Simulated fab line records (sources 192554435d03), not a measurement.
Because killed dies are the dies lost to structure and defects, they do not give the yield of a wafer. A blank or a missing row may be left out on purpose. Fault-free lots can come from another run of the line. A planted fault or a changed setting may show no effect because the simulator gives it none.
Matching of chambers || flow n5 finfet || N5_STI_FIN_REVEAL_CMP_04 on cmp-01 has 4 sister chambers
The step polishes, stops on Si3N4, t overpolish 4 s, target thk 131.83 nm. 4 wafers are shown with their chamber, then 9 later ones without.

WAFERS WITH THEIR CHAMBER
{"wafer": "L085.6", "chamber": 1, "motor current A (A)": 8.0}
{"wafer": "L090.2", "chamber": 3, "motor current A (A)": 8.6}
{"wafer": "L090.3", "chamber": 0, "motor current A (A)": 6.8}
{"wafer": "L090.4", "chamber": 2, "motor current A (A)": 7.6}

WAFERS MISSING THEIR CHAMBER
{"wafer": "L091.1", "motor current A (A)": 7.7}
{"wafer": "L091.3", "motor current A (A)": 6.8}
{"wafer": "L091.4", "motor current A (A)": 8.9}
{"wafer": "L092.2", "motor current A (A)": 7.5}
{"wafer": "L092.5", "motor current A (A)": 6.6}
{"wafer": "L092.6", "motor current A (A)": 7.3}
{"wafer": "L094.4", "motor current A (A)": 7.7}
{"wafer": "L094.5", "motor current A (A)": 8.8}
{"wafer": "L094.6", "motor current A (A)": 6.6}

CHAMBER TAKEN BY EACH
{"wafer": "L091.1", "from the rows above": "can't be placed: 2 or 1", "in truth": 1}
{"wafer": "L091.3", "from the rows above": 0, "in truth": 0}
{"wafer": "L091.4", "from the rows above": 3, "in truth": 3}
{"wafer": "L092.2", "from the rows above": 2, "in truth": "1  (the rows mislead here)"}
{"wafer": "L092.5", "from the rows above": 0, "in truth": 0}
{"wafer": "L092.6", "from the rows above": "can't be placed: 2 or 0", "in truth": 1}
{"wafer": "L094.4", "from the rows above": "can't be placed: 2 or 1", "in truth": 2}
{"wafer": "L094.5", "from the rows above": 3, "in truth": 3}
{"wafer": "L094.6", "from the rows above": 0, "in truth": 0}
Placed correctly: 5 of 9. These rows do not allow placing 3 (true chamber among the candidates in 2). Placed wrongly: 1.
How it was worked out, from the rows above alone: a wafer's distance from a chamber is the root of the sum, over the readings, of the square of ((its reading less the chamber's mean) divided by the reading's scatter). If the next closest chamber is less than 2 further off than the closest, the wafer can't be placed; otherwise it belongs to the closest. The mean given for a chamber averages the wafers shown for that chamber. The scatter: root of mean squared gap, hidden wafer to nearest shown wafer, with one shown wafer a chamber.
